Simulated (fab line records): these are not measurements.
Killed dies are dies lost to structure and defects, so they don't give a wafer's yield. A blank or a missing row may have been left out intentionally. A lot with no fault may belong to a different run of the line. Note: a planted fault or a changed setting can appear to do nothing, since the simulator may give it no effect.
Which tool is to blame?	flow n5-finfet	10 lots with 29 wafers sampled at 4 steps, on a route of 1938 steps

WHAT THE GAUGES SHOWED, per wafer
N5_BEOL_M4_RS_MEAS_58: the measuring method here is four-point-probe. Usual: M4_RS 0.66 ohm/sq, standard deviation 0.034.
lot	measured	on	M4_RS (ohm/sq)	flag
L146	day 8 03:41	film-metro-01	0.66 0.62 0.64	
L148	day 9 18:28	film-metro-01	0.72 0.73 0.63	
L150	day 10 14:38	film-metro-01	0.73 0.68 0.67	
L154	day 10 21:58	film-metro-01	0.64 0.64 0.63	
L155	day 11 00:32	film-metro-01	0.64 0.65	
L166	day 13 21:20	film-metro-01	0.66 0.69 0.74	
L162	day 14 03:08	film-metro-01	0.64 0.73 0.66	
L167	day 14 06:20	film-metro-02	0.65 0.68 0.64	
L168	day 14 12:16	film-metro-01	0.64 0.62 0.63	
L169	day 15 05:33	film-metro-01	0.63 0.68 0.68	

N5_BEOL_M4_RC_MEAS_101. Usual: DIBL_N 35.3 mV/V, standard deviation 1.8; DIBL_P 35.2 mV/V, standard deviation 2.2; IOFF_N 0.144 nA/um, standard deviation 0.029; IOFF_P 0.19 nA/um, standard deviation 0.031; ION_N 670 uA/um, standard deviation 12; ION_P 460 uA/um, standard deviation 7.6; SS_N 71.2 mV/dec, standard deviation 0.62; SS_P 73.0 mV/dec, standard deviation 0.69; VT_N 251 mV, standard deviation 3.4; VT_P -251.4 mV, standard deviation 2.6.
lot	measured	on	DIBL_N (mV/V)	DIBL_P (mV/V)	IOFF_N (nA/um)	IOFF_P (nA/um)	ION_N (uA/um)	ION_P (uA/um)	SS_N (mV/dec)	SS_P (mV/dec)	VT_N (mV)	VT_P (mV)	flag
L146	day 8 03:44	prober-01	35.7 35.0 37.2	34.0 33.2 35.5	0.122 0.117 0.147	0.17 0.17 0.20	655 663 672	454 458 464	71.6 71.0 71.9	73.3 72.6 74.1	256 254 252	-253.7 -252.2 -250.0	
L148	day 9 18:31	prober-02	35.0 35.8 33.7	35.5 36.9 34.3	0.112 0.119 0.097	0.16 0.17 0.14	661 655 664	460 456 455	70.7 71.5 70.7	72.4 73.4 71.6	258 256 257	-253.7 -254.2 -258.8	
L150	day 10 14:41	prober-01	33.6 34.9 34.4	33.4 35.3 34.1	0.115 0.136 0.120	0.17 0.18 0.16	649 664 659	449 455 452	70.6 70.9 71.2	73.0 72.0 73.2	256 253 254	-253.6 -253.6 -251.5	
L154	day 10 22:10	prober-02	31.7 35.2 35.5	32.1 36.9 36.9	0.103 0.156 0.157	0.14 0.21 0.20	658 673 679	455 461 462	70.2 71.4 71.3	72.0 73.1 73.4	257 251 249	-255.7 -253.1 -249.9	
L155	day 11 00:54	prober-02	37.6 37.7	38.0 38.2	0.183 0.181	0.24 0.24	682 683	463 464	71.2 71.9	73.8 74.0	248 245	-247.8 -249.2	
L166	day 13 21:32	prober-02	34.2 32.6 33.4	33.7 31.2 32.4	0.142 0.108 0.120	0.19 0.16 0.18	685 667 684	470 460 474	70.9 71.0 70.9	72.5 72.6 72.9	250 253 254	-249.0 -253.1 -249.8	
L162	day 14 03:11	prober-02	35.6 34.3 36.8	36.8 33.9 37.6	0.138 0.111 0.154	0.20 0.16 0.21	676 669 672	467 466 458	71.4 71.0 71.3	73.2 72.4 73.4	252 255 252	-252.4 -254.0 -252.4	
L167	day 14 06:23	prober-02	38.2 36.5 33.5	38.3 36.2 32.3	0.193 0.149 0.112	0.24 0.22 0.16	678 677 671	463 461 467	72.3 71.6 71.1	73.8 72.4 71.8	246 252 251	-248.2 -249.9 -253.5	
L168	day 14 12:19	prober-01	35.8 37.0 33.9	35.3 37.5 33.2	0.138 0.159 0.114	0.20 0.23 0.16	668 661 651	456 460 450	71.2 71.6 70.2	73.1 72.8 72.4	250 250 254	-249.3 -248.0 -253.4	
L169	day 15 05:55	prober-01	35.6 40.4 37.9	34.8 40.9 37.7	0.137 0.234 0.171	0.18 0.28 0.23	667 680 670	456 461 460	71.4 73.2 72.4	73.4 74.8 74.4	254 244 247	-254.8 -247.3 -250.3	

TOOL THAT RAN EACH LOT (tool first, then ch and the chambers of the sampled wafers, then the start)
lot	N5_BEOL_M4_CO_CAP_55	N5_BEOL_M4_DEP_57
L146	cvd-co-02 ch 0,1, day 8 03:29	pecvd-01 ch 1,2, day 8 03:36
L148	cvd-co-01 ch 0,2, day 9 18:10	pecvd-04 ch 0, day 9 18:20
L150	cvd-co-01 ch 0,1,2, day 10 14:27	pecvd-01 ch 0,1,2, day 10 14:34
L154	cvd-co-01 ch 1,2, day 10 21:46	pecvd-01 ch 0,1,2, day 10 21:53
L155	cvd-co-02 ch 0,2, day 11 00:21	pecvd-03 ch 2, day 11 00:28
L166	cvd-co-02 ch 0,1,2, day 13 21:07	pecvd-04 ch 0,2, day 13 21:15
L162	cvd-co-02 ch 0,1,2, day 14 02:57	pecvd-03 ch 0,2, day 14 03:04
L167	cvd-co-02 ch 0,2, day 14 06:08	pecvd-01 ch 0,1,2, day 14 06:16
L168	cvd-co-01 ch 0,1,2, day 14 12:05	pecvd-01 ch 0,1,2, day 14 12:12
L169	cvd-co-02 ch 0,1,2, day 15 05:22	pecvd-03 ch 0,1,2, day 15 05:29
- N5_BEOL_M4_CO_CAP_55: material Co, precursor CCTBA/H2, target thk 2 nm, time 102.1 s.
- N5_BEOL_M4_DEP_57: deposits SiCN from 3MS/NH3, target thk 8 nm, time 14 s.

AS READ BY THE TOOLS THEMSELVES (means over the sampled wafers that have a number; for cases with no such wafer, the mark the record gives instead)
N5_BEOL_M4_CO_CAP_55. Usual: chamber-pressure-Torr 30.00 Torr, standard deviation 0.067; heater-power-outer-w 121 W, standard deviation 13; heater-power-w 232 W, standard deviation 19.
lot	tool	chamber-pressure-Torr (Torr)	heater-power-outer-w (W)	heater-power-w (W)	flag
L146	cvd-co-02	29.98	119	221	
L148	cvd-co-01	30.00	109	220	
L150	cvd-co-01	29.99	119	240	
L154	cvd-co-01	29.84	132	257	
L155	cvd-co-02	29.98	120	227	
L166	cvd-co-02	-	-	-	OFF
L162	cvd-co-02	-	-	-	OFF
L167	cvd-co-02	30.00	122	220	
L168	cvd-co-01	29.97	119	239	
L169	cvd-co-02	30.07	122	231	

N5_BEOL_M4_DEP_57. Usual: showerhead-plenum-p-Torr 3.657 Torr, standard deviation 0.011; throttle-valve-pct 9.1 %, standard deviation 0.36.
lot	tool	showerhead-plenum-p-Torr (Torr)	throttle-valve-pct (%)	flag
L146	pecvd-01	3.650	9.0	
L148	pecvd-04	3.657	9.0	
L150	pecvd-01	3.656	9.1	
L154	pecvd-01	3.652	9.2	
L155	pecvd-03	3.681	8.0	OFF
L166	pecvd-04	3.655	9.0	
L162	pecvd-03	3.681	8.8	
L167	pecvd-01	3.649	9.1	
L168	pecvd-01	3.657	9.2	
L169	pecvd-03	3.666	9.0	

THE ANSWER, worked out from the rows above alone
Rule: a lot is off if the mean of its wafers that have a number lies more than 3 standard deviations from the usual mean. Also off: a lot with no number at a reading for which 4 or more lots have one. All remaining lots with rows at the step are treated as sound. After the gauges, taken in route order, come the tools' own readings; for these a lot's mean is taken, as printed above. The first step at which some lot is off is used, and at that step the reading that is off furthest; a lot without a number counts as furthest.
Off: L166, L162 (N5_BEOL_M4_CO_CAP_55, chamber-pressure-Torr). Without a number there: L166, L162.
If a tool, at that step or one of the process steps before it, ran each lot that is off and ran no sound lot following the first of them, it fits. Of those tried, none fits.

WHAT THE SIMULATOR PUT IN
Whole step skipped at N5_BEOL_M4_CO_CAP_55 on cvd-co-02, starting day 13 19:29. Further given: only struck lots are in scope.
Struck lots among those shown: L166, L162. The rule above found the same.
